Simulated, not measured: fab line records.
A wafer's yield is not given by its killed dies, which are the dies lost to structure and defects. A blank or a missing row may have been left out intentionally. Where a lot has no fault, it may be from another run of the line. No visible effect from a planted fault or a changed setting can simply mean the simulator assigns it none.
fab line records	flow nand-harc
[record] lots = 12	wafers = 36	last-day = 33
route steps=1302 shown P_CONTACT@244 P_M0@266 END@1302
lots that met no fault: from a run of the same line without faults
start-h: the number of hours between the record's first day and the start of the first shown wafer of the lot	wait-h: hours from the lot's prior step to this one	" unchanged from the row above	L1.1+2: one row covering several wafers at once	- value missing, or start not given	* or withheld: withheld	< > ~ a bound
route shown NAME@n: a module of which the file shows steps, and the number in the route of the first	usual: average and standard deviation across the fault-free wafers	same: alike in all rows	chamber/n: place in a boat	sites: per-site readings	_std_site: how widely they spread, as a standard deviation	_edge_site: the outer-site mean with the inner-site mean subtracted	radius-mm: how far each site lies from the wafer's centre	mask NAME#n: copy n	behind: the tool/chamber that last shaped the wafer	hold: why the lot went on hold/how many hours it stayed there/how the hold came to an end	device: names the non-switching transistor (n, p or np)	end of line: the route-end tests of the same wafers	a step given without rows: its recipe and nothing more	killed: at the first sort, the dies lost to defects and structure; wafer yield is something else	map: the dies of a wafer, with x for killed, . for not killed, _ for no die there
set.NAME: the setting that was run; set.NAME@STEP: the one run at that earlier step	model.NAME: the simulator's own value behind a step, which no gauge read
a sample of lots followed through the steps of the route, with each step as a table and each wafer as a row
services: from which hour (start-h, from the record's first day; less than 0 if before it) a tool's chamber was out of use, for how many hours, and why
[[steps]]
[step NHARC_P_CONTACT_DEGAS_38]
[recipe] temp-c = 300	time-s = 60
[usual] heater-power-w = 468/53
lot.wafer	tool	chamber	start-h	wait-h	heater-power-w
L362.3	pvd-sputter-02	-	130.77	-	405
L362.4	"	-	"	"	425
L362.6	"	-	"	"	431
L364.3	pvd-sputter-01	-	152.26	-	569
L364.4	"	-	"	"	497
L364.6	"	-	"	"	465
L365.1	pvd-sputter-01	-	156.36	-	495
L365.2	"	-	"	"	582
L365.6	"	-	"	"	512
L366.3	pvd-sputter-03	-	166.86	-	434
L366.2	"	-	"	"	431
L366.6	"	-	"	"	447
L368.3	pvd-sputter-01	-	185.66	-	564
L368.6	"	-	"	"	495
L368.5	"	-	"	"	460
L369.3	pvd-sputter-02	-	203.66	-	410
L369.5	"	-	"	"	420
L369.6	"	-	"	"	451
L377.4	pvd-sputter-03	-	280.18	-	505
L377.3	"	-	"	"	395
L377.6	"	-	"	"	514
L379.4	pvd-sputter-03	-	301.03	-	514
L379.3	"	-	"	"	394
L379.6	"	-	"	"	457
L380.4	pvd-sputter-01	-	314.74	-	506
L380.3	"	-	"	"	572
L380.5	"	-	"	"	482
L381.1	pvd-sputter-01	-	325.12	-	484
L381.2	"	-	"	"	566
L381.5	"	-	"	"	481
L383.3	pvd-sputter-01	-	357.57	-	569
L383.2	"	-	"	"	473
L383.5	"	-	"	"	567
L384.4	pvd-sputter-01	-	358.88	-	446
L384.3	"	-	"	"	511
L384.5	"	-	"	"	569
[step NHARC_P_M0_DESCUM_14]
[recipe] time-s = 3	o2-flow-sccm = 200	ar-flow-sccm = 0	bias-power-w = 0	chemistry = O2
[usual] drypump-motor-current-A = 5.9/0.53	oes-product-au = 0.998/0.0097	rf-vpp-V = 57.8/0.98	showerhead-plenum-p-Torr = 1.92/0.078	throttle-valve-pct = 11.310/0.009
lot.wafer	tool	chamber	start-h	wait-h	drypump-motor-current-A	oes-product-au	rf-hours-counter-h	rf-vpp-V	showerhead-plenum-p-Torr	throttle-valve-pct
L362.4	rie-diel-10	0	133.45	0.1	5.3	0.991	-	56.8	1.95	11.308
L362.3	"	3	"	"	6.5	1.009	-	57.3	1.91	11.330
L362.6	"	3	"	"	6.5	1.011	-	59.0	1.91	11.307
L364.3	rie-diel-10	3	154.87	0.1	6.5	1.003	12	56.7	1.90	11.300
L364.4	"	1	"	"	6.5	0.993	11	58.3	1.97	11.323
L364.6	"	3	"	"	6.5	1.009	-	58.5	1.91	11.314
L365.2	rie-diel-13	2	158.95	0.1	6.6	1.003	55	58.9	1.89	11.326
L365.1	"	0	"	"	5.5	0.979	61	56.8	1.78	11.310
L365.6	"	2	"	"	6.5	0.997	-	58.6	1.89	11.313
L366.2	rie-diel-10	0	169.45	0.1	5.3	0.983	12	57.4	1.95	11.304
L366.3	"	2	"	"	5.8	0.986	13	58.7	2.05	11.302
L366.6	"	0	"	"	5.3	1.003	-	58.1	1.95	11.310
L368.3	rie-diel-13	3	188.15	0.1	5.5	0.999	3	57.6	1.84	11.311
L368.6	"	3	"	"	5.5	0.994	-	59.2	1.84	11.292
L368.5	"	0	"	"	5.5	0.986	-	58.6	1.78	11.321
L369.3	rie-diel-10	0	206.21	0.1	5.3	0.994	19	58.3	1.94	11.323
L369.5	"	0	"	"	5.3	0.988	-	57.0	1.94	11.308
L369.6	"	1	"	"	6.5	0.985	-	58.3	1.97	11.293
L377.3	rie-diel-13	3	282.77	0.1	5.5	0.986	34	58.2	1.83	11.311
L377.4	"	0	"	"	5.5	0.982	31	57.2	1.77	11.319
L377.6	"	3	"	"	5.5	1.005	-	59.1	1.83	11.308
L379.4	rie-diel-10	3	303.73	0.1	6.5	0.989	7	58.1	1.90	11.324
L379.3	"	2	"	"	5.8	1.005	8	60.1	2.04	11.324
L379.6	"	0	"	"	5.3	1.006	-	57.9	1.94	11.317
L380.3	rie-diel-13	0	317.19	0.1	5.5	1.005	45	57.0	1.76	11.299
L380.4	"	2	"	"	6.6	1.001	47	56.4	1.87	11.317
L380.5	"	0	"	"	5.5	1.012	-	56.8	1.77	11.308
L381.1	rie-diel-13	1	327.84	0.1	5.3	1.004	46	59.0	1.82	11.305
L381.2	"	2	"	"	6.6	1.005	50	57.7	1.87	11.313
L381.5	"	2	"	"	6.6	0.991	-	57.2	1.87	11.324
L383.2	rie-diel-10	3	360.23	0.1	6.5	0.995	14	56.7	1.90	11.305
L383.3	"	1	"	"	6.5	0.977	15	59.3	1.96	11.316
L383.5	"	2	"	"	5.8	1.006	-	55.9	2.04	11.297
L384.3	rie-diel-10	1	361.34	0.1	6.5	0.980	15	57.8	1.96	11.305
L384.4	"	2	"	"	5.8	1.018	16	56.4	2.04	11.307
L384.5	"	1	"	"	6.5	0.986	-	58.0	1.96	11.324
[step NHARC_P_M0_ETCH_15]
[recipe] target-depth-a = 1500	overetch-a = 150	time-s = 82.5	c4f8-flow-sccm = withheld	ar-flow-sccm = 400	rf-w = 600	bias-w = 300	chemistry = C4F8/Ar
[usual] bias-w = 299.9/0.89	chamber-pressure-mTorr = 24.999/0.024	oes-product-au = 0.958/0.02	rf-vpp-V = 440.9/2.5
lot.wafer	tool	chamber	start-h	wait-h	bias-w	chamber-pressure-mTorr	oes-product-au	rf-vpp-V
L362.4	rie-diel-10	3	133.80	0.2	300.4	25.020	0.960	439.1
L362.3	"	0	"	"	299.9	24.997	0.963	441.7
L362.6	"	3	"	"	300.1	24.995	0.966	439.9
L364.4	rie-diel-10	1	155.05	-	301.0	25.005	0.968	443.0
L364.3	"	2	"	"	301.5	25.023	0.973	445.1
L364.6	"	1	"	"	301.1	25.002	0.972	441.8
L365.1	rie-diel-13	3	159.13	-	301.5	24.964	0.933	438.5
L365.2	"	0	"	"	299.7	24.975	0.915	436.0
L365.6	"	2	"	"	299.8	25.030	0.928	441.2
L366.3	rie-diel-10	1	169.64	-	298.3	24.988	0.946	442.7
L366.2	"	2	"	"	300.5	24.998	0.980	446.4
L366.6	"	0	"	"	299.4	24.982	0.958	441.1
L368.3	rie-diel-13	3	188.32	-	298.8	24.982	0.965	437.8
L368.5	"	3	"	"	299.8	25.014	0.972	437.3
L368.6	"	0	"	"	299.0	25.013	0.946	436.4
L369.3	rie-diel-10	1	206.39	-	299.4	25.002	0.952	441.0
L369.6	"	1	"	"	301.2	24.956	0.942	442.9
L369.5	"	2	"	"	299.9	24.963	0.977	445.3
L377.4	rie-diel-13	0	282.96	-	-	-	-	-
L377.3	"	1	"	"	-	-	-	-
L377.6	"	0	"	"	-	-	-	-
L379.3	rie-diel-10	3	303.91	-	-	-	-	-
L379.4	"	1	"	"	-	-	-	-
L379.6	"	3	"	"	-	-	-	-
L380.3	rie-diel-13	2	317.36	-	299.1	25.041	0.967	438.2
L380.4	"	1	"	"	301.1	24.982	0.987	438.2
L380.5	"	2	"	"	299.3	25.040	0.977	440.5
L381.2	rie-diel-13	3	328.02	-	301.0	25.019	0.930	438.0
L381.1	"	0	"	"	299.0	24.989	0.922	436.0
L381.5	"	2	"	"	301.5	24.997	0.931	438.6
L383.3	rie-diel-10	0	360.39	-	299.2	25.013	0.982	441.0
L383.2	"	3	"	"	300.2	25.011	0.957	440.3
L383.5	"	1	"	"	300.1	25.004	0.964	441.7
L384.3	rie-diel-10	1	361.52	-	299.6	25.034	0.944	441.7
L384.4	"	2	"	"	300.5	24.976	0.972	443.6
L384.5	"	1	"	"	300.7	24.994	0.948	443.3
[step NHARC_P_M0_PVD_20]
[recipe] target-thk-a = 50	bias-v = 168.6	power-w = 15000	chamber-pressure-pa = 0.12	time-s = 8.06	substrate-temp-c = 50	material = TaN
[usual] throttle-valve-pct = 29.7/0.84
lot.wafer	tool	chamber	start-h	wait-h	throttle-valve-pct
L362.3	pvd-sputter-02	-	-	-	27.7
L362.4	"	-	"	"	29.9
L362.6	"	-	"	"	28.0
L364.4	pvd-sputter-02	-	-	-	29.7
L364.3	"	-	"	"	27.2
L364.6	"	-	"	"	27.8
L365.2	pvd-sputter-02	-	-	-	29.8
L365.1	"	-	"	"	30.5
L365.6	"	-	"	"	29.5
L366.3	pvd-sputter-01	-	-	-	29.8
L366.2	"	-	"	"	29.4
L366.6	"	-	"	"	29.8
L368.3	pvd-sputter-01	-	-	-	30.2
L368.6	"	-	"	"	28.7
L368.5	"	-	"	"	30.0
L369.3	pvd-sputter-03	-	-	-	30.5
L369.6	"	-	"	"	30.1
L369.5	"	-	"	"	29.3
L377.4	pvd-sputter-01	-	-	-	30.6
L377.3	"	-	"	"	30.2
L377.6	"	-	"	"	30.2
L379.4	pvd-sputter-02	-	-	-	28.8
L379.3	"	-	"	"	30.1
L379.6	"	-	"	"	29.0
L380.4	pvd-sputter-02	-	-	-	29.7
L380.3	"	-	"	"	28.9
L380.5	"	-	"	"	30.0
L381.1	pvd-sputter-01	-	-	-	30.7
L381.2	"	-	"	"	30.3
L381.5	"	-	"	"	30.3
L383.3	pvd-sputter-01	-	-	-	30.0
L383.2	"	-	"	"	29.2
L383.5	"	-	"	"	30.5
L384.3	pvd-sputter-03	-	-	-	29.5
L384.4	"	-	"	"	31.0
L384.5	"	-	"	"	30.9
[step NHARC_END_SORT_01]
[recipe] temp-c = 25
[usual] defect-limited-yield = 91.6/2.5	killed-at-array = 52/18	killed-at-other = 1.2/1.5	killed-at-periphery = 4/3.2	killed-dies = 57/17	killed-open = 3.1/1.9	killed-short = 2.5/1.7	sort_bin_2_pct = 3.0/1.1	sort_bin_3_pct = 0.6/0.36	sort_bin_4_pct = 4.9/1.5	sort-n-pass = 620/17	sort-rim-yield-pct = 91/3.8	sort-yield-pct = 91.6/2.5
[same] gross-dies = 677	sort_bin_5_pct[%] = 0	sort_bin_6_pct[%] = 0	sort_bin_7_pct[%] = 0	sort_bin_8_pct[%] = 0	sort-rim-n-gross = 106.00
lot.wafer	tool	chamber	start-h	wait-h	defect-limited-yield[%]	killed-at-array	killed-at-other	killed-at-periphery	killed-dies	killed-open	killed-short	sort_bin_2_pct[%]	sort_bin_3_pct[%]	sort_bin_4_pct[%]	sort-n-pass	sort-rim-yield-pct[%]	sort-yield-pct[%]
L362.3	prober-02	0	580.23	3.1	93.8	41	0	1	42	3	1	2.5	0.3	3.4	635	93	93.8
L362.4	prober-02	0	581.03	3.4	92.2	49	0	4	53	0	5	2.7	0.3	4.9	624	97	92.2
L362.6	prober-02	0	582.61	4.0	93.8	39	0	3	42	6	4	2.2	0.3	3.7	635	88	93.8
L365.1	prober-01	0	586.29	2.5	89.8	68	1	0	69	4	0	4.1	1.2	4.9	608	90	89.8
L365.2	prober-01	0	587.08	2.8	89.4	67	2	3	72	3	1	3.8	1.2	5.6	605	90	89.4
L365.6	prober-01	0	590.24	4.0	89.4	67	1	4	72	5	3	4.7	0.9	5.0	605	86	89.4
L364.3	prober-02	0	587.99	3.1	92.0	48	0	6	54	1	3	2.5	0.4	5.0	623	94	92.0
L364.4	prober-02	0	588.78	3.4	93.8	40	1	1	42	4	3	2.2	0.3	3.7	635	89	93.8
L364.6	prober-02	0	590.35	3.9	92.0	53	0	1	54	2	7	2.5	0.9	4.6	623	94	92.0
L366.2	prober-01	0	596.74	2.8	92.8	47	0	2	49	5	0	2.7	1.5	3.1	628	94	92.8
L366.3	prober-01	0	597.55	3.1	91.3	58	0	1	59	0	0	2.5	0.9	5.3	618	86	91.3
L366.6	prober-01	0	599.98	4.0	93.8	38	0	4	42	2	6	3.1	0.6	2.5	635	89	93.8
L368.3	prober-02	0	634.81	3.1	91.1	58	1	1	60	0	0	2.1	0.7	6.1	617	95	91.1
L368.5	prober-02	0	636.43	3.7	90.5	59	1	4	64	4	7	3.1	1.5	4.9	613	86	90.5
L368.6	prober-02	0	637.24	4.0	90.0	58	1	9	68	5	1	2.5	0.7	6.8	609	90	90.0
L369.3	prober-01	0	656.85	3.1	92.6	45	0	5	50	2	0	2.2	0.9	4.3	627	90	92.6
L369.5	prober-01	0	658.46	3.7	94.2	33	1	5	39	1	4	1.9	0.9	3.0	638	94	94.2
L369.6	prober-01	0	659.26	4.0	92.9	39	0	9	48	3	4	2.5	0.3	4.3	629	92	92.9
L377.3	prober-02	0	728.70	3.1	0	73	0	604	677	5	6	92.5	1.0	6.5	0	0	0
L377.4	prober-02	0	729.49	3.4	0	51	5	621	677	3	0	93.8	0.4	5.8	0	0	0
L377.6	prober-02	0	731.09	4.0	0	41	4	632	677	6	3	95.7	0.3	4.0	0	0	0
L379.3	prober-01	0	740.80	3.1	0	70	2	605	677	7	3	91.6	1.0	7.4	0	0	0
L379.4	prober-01	0	741.59	3.4	0	79	4	594	677	0	3	92.3	0.6	7.1	0	0	0
L379.6	prober-01	0	743.18	4.0	0	50	3	624	677	2	0	94.8	0.7	4.4	0	0	0
L380.3	prober-01	0	755.81	3.1	87.3	80	2	4	86	1	3	4.3	1.0	7.4	591	89	87.3
L380.4	prober-01	0	756.60	3.4	88.2	72	1	7	80	4	3	4.7	1.0	6.1	597	88	88.2
L380.5	prober-01	0	757.39	3.7	86.3	83	4	6	93	4	4	4.6	0.9	8.3	584	89	86.3
L381.1	prober-02	0	781.51	2.5	90.0	62	1	5	68	1	3	3.7	0.9	5.5	609	92	90.0
L381.2	prober-02	0	782.32	2.8	89.1	67	2	5	74	2	4	4.0	0.7	6.2	603	92	89.1
L381.5	prober-02	0	784.75	3.7	88.0	75	2	4	81	4	1	4.4	0.9	6.6	596	95	88.0
L383.2	prober-01	0	786.13	2.8	95.4	21	5	5	31	2	3	1.3	0.6	2.7	646	92	95.4
L383.3	prober-01	0	786.95	3.1	96.0	21	5	1	27	4	1	0.9	0	3.1	650	98	96.0
L383.5	prober-01	0	788.58	3.8	95.6	17	4	9	30	2	3	1.2	0.3	3.0	647	95	95.6
L384.3	prober-02	0	790.96	3.1	91.6	53	1	3	57	3	4	1.9	1.0	5.5	620	97	91.6
L384.4	prober-02	0	791.76	3.4	93.8	40	1	1	42	3	1	2.2	0.6	3.4	635	92	93.8
L384.5	prober-02	0	792.55	3.7	91.9	51	2	2	55	2	1	2.5	1.2	4.4	622	95	91.9
// killed by level:class
L362.3 A_SLIT:chamber-film-flake=18 A_CHANNEL_HOLE_D2:chamber-film-flake=8 A_CHANNEL_FILL_D2:chamber-film-flake=4 A_WL_FILL:chamber-film-flake=3 A_CONTACT:chamber-film-flake=3 A_CHANNEL_FILL_D1:geometric-particle:short=1 A_CHANNEL_FILL_D1:geometric-particle:open=1 A_SGD_CUT:geometric-particle:open=1
L362.4 A_SLIT:chamber-film-flake=24 A_CHANNEL_FILL_D2:chamber-film-flake=8 A_CHANNEL_HOLE_D2:chamber-film-flake=6 P_GATE:chamber-film-flake=3 A_WL_FILL:chamber-film-flake=3 A_CONTACT:chamber-film-flake=3 A_WL_FILL:geometric-particle:short=2 P_M0:geometric-particle:short=1
L362.6 A_SLIT:chamber-film-flake=21 A_CONTACT:chamber-film-flake=4 A_WL_FILL:chamber-film-flake=3 A_ONON_D1:geometric-particle:short=2 A_ONON_D2:geometric-particle:open=2 A_CHANNEL_HOLE_D2:chamber-film-flake=2 P_CONTACT:geometric-particle:open=1 P_CONTACT:geometric-particle:short=1
L365.1 A_SLIT:chamber-film-flake=31 A_CHANNEL_HOLE_D1:chamber-film-flake=23 A_CHANNEL_HOLE_D2:chamber-film-flake=6 A_STAIRCASE:chamber-film-flake=2 A_DECK1_JOINT:geometric-particle:open=1 A_ONON_D2:geometric-particle:open=1 A_CONTACT:geometric-particle:open=1 A_M1:geometric-particle:open=1
L365.2 A_CHANNEL_HOLE_D1:chamber-film-flake=37 A_SLIT:chamber-film-flake=15 A_CHANNEL_HOLE_D2:chamber-film-flake=8 A_ZERO_WELL:chamber-film-flake=2 P_M0:geometric-particle:open=1 A_WL_FILL:geometric-particle:open=1 A_WL_FILL:geometric-particle:short=1 STARTING-WAFER:geometric-particle:open=1
L364.3 A_CHANNEL_HOLE_D2:chamber-film-flake=33 P_GATE:chamber-film-flake=5 A_CONTACT:chamber-film-flake=4 A_ONON_D2:geometric-particle:short=2 A_STAIRCASE:chamber-film-flake=2 A_WL_FILL:geometric-particle:short=1 A_M0:geometric-particle:open=1 P_STI:chamber-film-flake=1
L364.4 A_CHANNEL_HOLE_D2:chamber-film-flake=20 A_CONTACT:chamber-film-flake=8 A_M0:geometric-particle:open=2 A_SLIT:chamber-film-flake=2 A_CHANNEL_HOLE_D1:geometric-particle:short=1 A_CHANNEL_FILL_D1:geometric-particle:short=1 A_DECK1_JOINT:geometric-particle:open=1 A_CHANNEL_FILL_D2:geometric-particle:short=1
L365.6 A_CHANNEL_HOLE_D1:chamber-film-flake=24 A_SLIT:chamber-film-flake=20 A_CHANNEL_HOLE_D2:chamber-film-flake=7 A_CONTACT:chamber-film-flake=4 A_STAIRCASE:chamber-film-flake=3 A_ONON_D2:geometric-particle:short=2 P_M0:chamber-film-flake=2 P_M0:geometric-particle:open=1
L364.6 A_CHANNEL_HOLE_D2:chamber-film-flake=28 A_STAIRCASE:chamber-film-flake=6 A_WL_FILL:geometric-particle:short=4 A_CHANNEL_HOLE_D1:chamber-film-flake=3 A_DECK1_JOINT:chamber-film-flake=2 A_CONTACT:unspecified=2 A_WL_FILL:chamber-film-flake=2 A_CHANNEL_HOLE_D1:geometric-particle:short=1
L366.2 A_CHANNEL_HOLE_D1:chamber-film-flake=20 A_CHANNEL_HOLE_D2:chamber-film-flake=16 A_CONTACT:chamber-film-flake=4 A_ONON_D1:geometric-particle:open=1 A_CHANNEL_FILL_D2:geometric-particle:open=1 A_WL_FILL:geometric-particle:open=1 A_CONTACT:geometric-particle:open=1 A_M0:geometric-particle:open=1
L366.3 A_CHANNEL_HOLE_D2:chamber-film-flake=36 A_CHANNEL_HOLE_D1:chamber-film-flake=15 A_ZERO_WELL:chamber-film-flake=3 P_CONTACT:chamber-film-flake=1 A_SLIT:chamber-film-flake=1 A_CHANNEL_FILL_D1:chamber-film-flake=1 A_STAIRCASE:chamber-film-flake=1 A_CONTACT:chamber-film-flake=1
L366.6 A_CHANNEL_HOLE_D2:chamber-film-flake=14 A_CHANNEL_HOLE_D1:chamber-film-flake=13 A_CHANNEL_FILL_D1:geometric-particle:short=2 A_STAIRCASE:chamber-film-flake=2 A_CONTACT:chamber-film-flake=2 P_CONTACT:geometric-particle:short=1 P_M0:geometric-particle:open=1 P_M1:geometric-particle:short=1
L368.3 A_SLIT:chamber-film-flake=31 A_CHANNEL_HOLE_D2:chamber-film-flake=8 A_M0:chamber-film-flake=5 A_STAIRCASE:chamber-film-flake=4 A_CHANNEL_HOLE_D1:chamber-film-flake=3 A_WL_FILL:chamber-film-flake=3 A_CONTACT:chamber-film-flake=2 P_M1:chamber-film-flake=1
L368.5 A_SLIT:chamber-film-flake=27 A_CHANNEL_HOLE_D2:chamber-film-flake=8 A_CONTACT:chamber-film-flake=4 A_STAIRCASE:chamber-film-flake=4 A_WL_FILL:chamber-film-flake=3 A_ONON_D2:geometric-particle:short=2 A_M0:geometric-particle:short=2 P_ZERO_WELL:chamber-film-flake=2
L368.6 A_SLIT:chamber-film-flake=26 A_CHANNEL_HOLE_D2:chamber-film-flake=12 A_CONTACT:chamber-film-flake=5 A_M0:chamber-film-flake=4 P_M1:chamber-film-flake=4 A_WL_FILL:chamber-film-flake=4 A_STAIRCASE:chamber-film-flake=3 P_CONTACT:geometric-particle:open=2
L369.3 A_CHANNEL_HOLE_D2:chamber-film-flake=16 A_STAIRCASE:chamber-film-flake=10 A_CHANNEL_HOLE_D1:chamber-film-flake=6 A_CONTACT:chamber-film-flake=5 P_CONTACT:chamber-film-flake=4 A_DECK1_JOINT:chamber-film-flake=3 A_SLIT:chamber-film-flake=2 A_ONON_D1:geometric-particle:open=1
L369.5 A_CHANNEL_HOLE_D2:chamber-film-flake=11 A_STAIRCASE:chamber-film-flake=8 A_CHANNEL_HOLE_D1:chamber-film-flake=4 P_CONTACT:chamber-film-flake=3 A_SLIT:chamber-film-flake=3 P_ZERO_WELL:chamber-film-flake=2 A_SOURCE_PLATE:geometric-particle:open=1 A_WL_FILL:geometric-particle:short=1
L369.6 A_CHANNEL_HOLE_D2:chamber-film-flake=17 A_STAIRCASE:chamber-film-flake=8 P_CONTACT:chamber-film-flake=5 A_CHANNEL_HOLE_D1:chamber-film-flake=5 A_CONTACT:chamber-film-flake=3 P_STI:geometric-particle:short=2 P_CONTACT:geometric-particle:open=1 A_DECK1_JOINT:geometric-particle:short=1
L377.3 P_M0:area-etch=602 A_SLIT:chamber-film-flake=40 A_CHANNEL_HOLE_D1:chamber-film-flake=18 A_WL_FILL:geometric-particle:open=3 A_ONON_D1:geometric-particle:short=2 A_STAIRCASE:chamber-film-flake=2 P_GATE:geometric-particle:short=1 A_ONON_D1:geometric-particle:open=1
L377.4 P_M0:area-etch=619 A_SLIT:chamber-film-flake=29 A_CHANNEL_HOLE_D1:chamber-film-flake=13 THIN_TSV:chamber-film-flake=5 A_CONTACT:chamber-film-flake=4 A_STAIRCASE:chamber-film-flake=3 P_M2:geometric-particle:open=1 A_DECK1_JOINT:geometric-particle:open=1
L377.6 P_M0:area-etch=631 A_SLIT:chamber-film-flake=24 A_CHANNEL_HOLE_D1:chamber-film-flake=5 THIN_TSV:chamber-film-flake=4 A_WL_FILL:geometric-particle:open=3 A_CONTACT:chamber-film-flake=2 P_GATE:geometric-particle:open=1 A_ONON_D1:geometric-particle:open=1
L379.3 P_M0:area-etch=601 A_CHANNEL_HOLE_D2:chamber-film-flake=24 A_CHANNEL_HOLE_D1:chamber-film-flake=20 A_SLIT:chamber-film-flake=9 A_CONTACT:chamber-film-flake=5 A_ONON_D1:geometric-particle:short=2 A_CHANNEL_FILL_D2:chamber-film-flake=2 A_WL_FILL:chamber-film-flake=2
L379.4 P_M0:area-etch=594 A_CHANNEL_HOLE_D1:chamber-film-flake=30 A_CHANNEL_HOLE_D2:chamber-film-flake=27 A_CONTACT:chamber-film-flake=6 A_SLIT:chamber-film-flake=5 THIN_TSV:chamber-film-flake=4 A_CHANNEL_FILL_D2:chamber-film-flake=3 A_STAIRCASE:chamber-film-flake=3
L379.6 P_M0:area-etch=623 A_CHANNEL_HOLE_D2:chamber-film-flake=18 A_CHANNEL_HOLE_D1:chamber-film-flake=17 A_SLIT:chamber-film-flake=3 THIN_TSV:chamber-film-flake=3 A_WL_FILL:chamber-film-flake=3 A_CONTACT:chamber-film-flake=3 A_ZERO_WELL:chamber-film-flake=2
L380.3 A_SLIT:chamber-film-flake=38 A_CHANNEL_HOLE_D2:chamber-film-flake=15 A_CHANNEL_HOLE_D1:chamber-film-flake=13 A_ZERO_WELL:chamber-film-flake=5 P_M1:chamber-film-flake=4 A_STAIRCASE:chamber-film-flake=3 THIN_TSV:chamber-film-flake=2 A_ONON_D1:geometric-particle:short=1
L380.4 A_SLIT:chamber-film-flake=27 A_CHANNEL_HOLE_D2:chamber-film-flake=17 A_CHANNEL_HOLE_D1:chamber-film-flake=10 A_CONTACT:chamber-film-flake=6 P_M1:chamber-film-flake=4 A_WL_FILL:chamber-film-flake=3 P_GATE:chamber-film-flake=2 A_STAIRCASE:chamber-film-flake=2
L380.5 A_SLIT:chamber-film-flake=38 A_CHANNEL_HOLE_D2:chamber-film-flake=23 P_M1:chamber-film-flake=5 A_CHANNEL_HOLE_D1:chamber-film-flake=4 THIN_TSV:chamber-film-flake=4 A_ZERO_WELL:chamber-film-flake=3 A_CHANNEL_FILL_D2:chamber-film-flake=2 A_STAIRCASE:chamber-film-flake=2
L381.1 A_SLIT:chamber-film-flake=27 A_CHANNEL_HOLE_D2:chamber-film-flake=24 P_GATE:chamber-film-flake=5 A_ONON_D1:geometric-particle:short=2 A_STAIRCASE:chamber-film-flake=2 A_CONTACT:chamber-film-flake=2 A_BLC:chamber-film-flake=2 A_SOURCE_PLATE:geometric-particle:short=1
L381.2 A_SLIT:chamber-film-flake=27 A_CHANNEL_HOLE_D2:chamber-film-flake=22 A_CONTACT:chamber-film-flake=7 P_GATE:chamber-film-flake=3 A_DECK1_JOINT:geometric-particle:short=2 A_BLC:geometric-particle:open=2 P_STI:chamber-film-flake=2 A_BLC:chamber-film-flake=2
L381.5 A_SLIT:chamber-film-flake=39 A_CHANNEL_HOLE_D2:chamber-film-flake=20 A_CONTACT:chamber-film-flake=4 P_GATE:chamber-film-flake=3 A_ZERO_WELL:chamber-film-flake=2 A_CHANNEL_HOLE_D1:chamber-film-flake=2 A_STAIRCASE:chamber-film-flake=2 THIN_TSV:chamber-film-flake=2
L383.2 A_SLIT:chamber-film-flake=8 THIN_TSV:chamber-film-flake=5 A_STAIRCASE:chamber-film-flake=4 P_M1:chamber-film-flake=3 A_CHANNEL_FILL_D1:geometric-particle:short=2 A_CONTACT:chamber-film-flake=2 A_CHANNEL_FILL_D1:geometric-particle:open=1 A_DECK1_JOINT:geometric-particle:short=1
L383.3 A_SLIT:chamber-film-flake=9 A_STAIRCASE:chamber-film-flake=7 THIN_TSV:chamber-film-flake=4 A_ONON_D1:geometric-particle:open=1 A_CHANNEL_FILL_D1:geometric-particle:open=1 A_DECK1_JOINT:geometric-particle:open=1 A_WL_FILL:geometric-particle:short=1 STARTING-WAFER:geometric-particle:open=1
L383.5 A_SLIT:chamber-film-flake=7 A_CONTACT:chamber-film-flake=4 P_ZERO_WELL:chamber-film-flake=3 P_M1:chamber-film-flake=3 A_STAIRCASE:chamber-film-flake=3 THIN_TSV:chamber-film-flake=3 P_CONTACT:geometric-particle:open=1 A_SOURCE_PLATE:geometric-particle:short=1
L384.3 A_SLIT:chamber-film-flake=38 A_CHANNEL_HOLE_D1:chamber-film-flake=6 A_CONTACT:chamber-film-flake=3 A_CHANNEL_HOLE_D2:geometric-particle:short=2 P_GATE:geometric-particle:open=1 P_CONTACT:geometric-particle:short=1 A_CHANNEL_FILL_D1:geometric-particle:open=1 A_CHANNEL_FILL_D2:geometric-particle:open=1
L384.4 A_SLIT:chamber-film-flake=21 A_CHANNEL_HOLE_D1:chamber-film-flake=11 A_STAIRCASE:chamber-film-flake=2 A_CONTACT:chamber-film-flake=2 A_CHANNEL_HOLE_D2:geometric-particle:short=1 A_CHANNEL_FILL_D2:geometric-particle:open=1 A_SGD_CUT:geometric-particle:open=1 A_M0:geometric-particle:open=1
L384.5 A_SLIT:chamber-film-flake=25 A_CHANNEL_HOLE_D1:chamber-film-flake=13 A_CONTACT:chamber-film-flake=6 A_STAIRCASE:chamber-film-flake=3 A_M0:geometric-particle:open=2 P_ZERO_WELL:chamber-film-flake=2 THIN_TSV:chamber-film-flake=2 A_BLC:geometric-particle:short=1
[[services]]
tool	chamber	start-h	hours	kind
rie-diel-13	0	114.49	5.1	repair
rie-diel-10	0	123.52	-	clean
rie-diel-13	1	123.98	6.7	repair
rie-diel-10	2	131.00	9.8	repair
rie-diel-10	1	131.68	4.7	repair
pvd-sputter-03	-	152.15	6.9	repair
pvd-sputter-02	-	160.38	1.7	repair
rie-diel-13	-	165.04	9.0	pm
pvd-sputter-03	-	171.58	10.0	pm
pvd-sputter-01	-	175.32	3.9	repair
rie-diel-13	-	185.06	1.1	repair
rie-diel-13	2	207.51	5.5	repair
pvd-sputter-01	-	208.35	10.5	repair
pvd-sputter-01	-	226.00	10.0	pm
rie-diel-13	1	236.15	8.1	repair
rie-diel-10	-	242.50	9.0	pm
pvd-sputter-01	-	248.13	2.1	repair
pvd-sputter-01	-	280.54	0.9	repair
pvd-sputter-02	-	282.00	10.0	pm
rie-diel-13	1	317.95	4.2	repair
rie-diel-10	3	320.90	4.5	repair
pvd-sputter-01	-	330.87	9.8	repair
rie-diel-13	-	342.11	9.0	pm
pvd-sputter-03	-	349.58	10.0	pm
[[key]]
[first-sign] step = NHARC_P_M0_ETCH_15	reading = tool-record	direction = missing
[effect] step = NHARC_END_SORT_01	reading = killed-at-periphery	direction = up	sigmas = 99+	usual = 4	struck = 613
[more-kills-born-at] NHARC_P_M0_ETCH_15@rie-diel-13 = 1852	NHARC_P_M0_ETCH_15@rie-diel-10 = 1818
met-at NHARC_P_M0_ETCH_15
struck-lots L377,L379
later-rows-left-out L377.3,L377.4,L377.6,L379.3,L379.4,L379.6
not-acting-at NHARC_P_CONTACT_DEGAS_38,NHARC_P_M0_DESCUM_14,NHARC_P_M0_PVD_20
onset-between 206.39 282.96
[fault] kind = skipped-step-whole	tool = rie-diel-10,rie-diel-13	chamber = -	onset-h = 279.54	steps = NHARC_P_M0_ETCH_15	scope = struck-lots-only
// later-rows-left-out: the simulator's readings of these wafers behind a module that went badly wrong aren't trusted and aren't shown, but for the sort
